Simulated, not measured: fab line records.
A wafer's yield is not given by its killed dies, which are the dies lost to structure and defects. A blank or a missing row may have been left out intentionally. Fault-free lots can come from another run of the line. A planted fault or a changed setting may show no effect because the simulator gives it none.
Struck lot and sound lot, side by side    flow nand_harc    32 steps out of a route of 1302
Sound: wafers L172.2, L172.3, L172.4. Struck: wafer L183.4 (L183.3, L183.5, from the same lot, were not struck and are left out); the cause is given at the end.
Each step with rows lists, per side, the tool, then ch with its chambers, then its first start. Under that, the readings that differ: sound wafers    struck wafers    difference of the means    sigmas: that difference in standard deviations of wafers without a fault.
alike: a reading whose means differ by less than 2 such deviations, as well as words and numbers matching on both sides. not compared: withheld readings; readings where some wafer has no value; bounds like >300 that might hide an equal value; numbers whose values overlap and for which the record gives no deviation.
Wherever a step has rows on one side only, a row that says differs or no value, or a row with sigmas, the two part there. Non-overlapping numbers with no deviation appear without sigmas and do not part them. A reading that every wafer of one side lacks parts them only if that side has two wafers or more.

first, 5 steps without rows for these wafers: NHARC_A_ONON_D2_DEP_22 (target thk 1000 nm); NHARC_A_ONON_D2_DEP_25 (target thk 1000 nm); NHARC_A_ONON_D2_DEP_28 (target thk 1000 nm); NHARC_A_ONON_D2_DEP_33 (deposits SiO2, target thk 200 nm); NHARC_A_CHANNEL_HOLE_D2_DEP_00 (deposits aC, target thk 3100 nm).
NHARC_A_CHANNEL_HOLE_D2_DEP_01: deposits SiON, target thk 140 nm.
  sound on pecvd-01 ch 0,2, day 12 20:50; struck on pecvd-02 ch 0, day 17 15:24
  alike: heater_power_outer_w, heater_power_w, rf_fwd_power_W
then, 25 steps without rows for these wafers: NHARC_A_CHANNEL_HOLE_D2_DEHYDRATE_02 (time 120 s); NHARC_A_CHANNEL_HOLE_D2_HMDS_03 (time 30 s); NHARC_A_CHANNEL_HOLE_D2_COAT_36 (time 75 s); NHARC_A_CHANNEL_HOLE_D2_COAT_37 (time 65 s); NHARC_A_CHANNEL_HOLE_D2_COAT_04 (resist thk 90 nm); NHARC_A_CHANNEL_HOLE_D2_SOFTBAKE_05 (time 55 s); NHARC_A_CHANNEL_HOLE_D2_EBR_06; NHARC_A_CHANNEL_HOLE_D2_EXPOSE_07 (exposes mask HOLE D2, target cd 100 nm); NHARC_A_CHANNEL_HOLE_D2_PEB_08 (peb time 65 s); NHARC_A_CHANNEL_HOLE_D2_DEVELOP_09 (develop time 35 s); NHARC_A_CHANNEL_HOLE_D2_DESCUM_15 (chemistry O2, time 3 s); NHARC_A_CHANNEL_HOLE_D2_ETCH_38 (etches the open film in CF4, target depth 39 nm, time 65 s); NHARC_A_CHANNEL_HOLE_D2_ETCH_39 (etches the open film in N2/H2, target depth 260 nm, time 325 s); NHARC_A_CHANNEL_HOLE_D2_ETCH_34 (etches the open film in CF4/CHF3, target depth 154 nm, time 77 s); NHARC_A_CHANNEL_HOLE_D2_ETCH_16 (etches the open film in O2/COS, target depth 3100 nm, time 806 s); NHARC_A_CHANNEL_HOLE_D2_ETCH_19 (etches the open film in C4F8/O2/Ar, time 34.5 s); NHARC_A_CHANNEL_HOLE_D2_ETCH_20 (etches the open film in C4F8/O2/Ar, time 361.9 s, target depth 1600 nm); NHARC_A_CHANNEL_HOLE_D2_ETCH_21 (etches the open film in C4F8/O2/Ar, time 514.3 s, target depth 1600 nm); NHARC_A_CHANNEL_HOLE_D2_ETCH_22 (etches the open film in C4F8/O2/Ar, time 666.7 s, target depth 1600 nm); NHARC_A_CHANNEL_HOLE_D2_ETCH_23 (etches the open film in C4F8/O2/Ar, time 819 s, target depth 1600 nm); NHARC_A_CHANNEL_HOLE_D2_ETCH_24 (etches the open film in C4F8/O2/Ar, time 906.2 s, target depth 1500 nm); NHARC_A_CHANNEL_HOLE_D2_ETCH_25 (etches the open film in C4F8/O2/Ar, time 1040.2 s, target depth 1500 nm); NHARC_A_CHANNEL_HOLE_D2_ETCH_26 (etches the open film in C4F8/O2/Ar, time 224.1 s, target depth 300 nm); NHARC_A_CHANNEL_HOLE_D2_ETCH_27 (etches the open film in C4F8/O2/Ar, time 90 s, target depth 400 nm); NHARC_A_CHANNEL_HOLE_D2_STRIP_41 (strips in N2/H2).
-- record jumps: 11 days between struck wafers' starts before vs after; left off in module A_CHANNEL_HOLE_D2, resumes in module END, first step shown is number 1302 of the route --
NHARC_END_SORT_01:
  here the record holds rows for the struck wafers (prober-01 ch 0, day 29 03:04) but none for the sound ones

== WHERE THEY PART ==
Within this record, at NHARC_END_SORT_01 only.

WHY: what had been put in by the simulator
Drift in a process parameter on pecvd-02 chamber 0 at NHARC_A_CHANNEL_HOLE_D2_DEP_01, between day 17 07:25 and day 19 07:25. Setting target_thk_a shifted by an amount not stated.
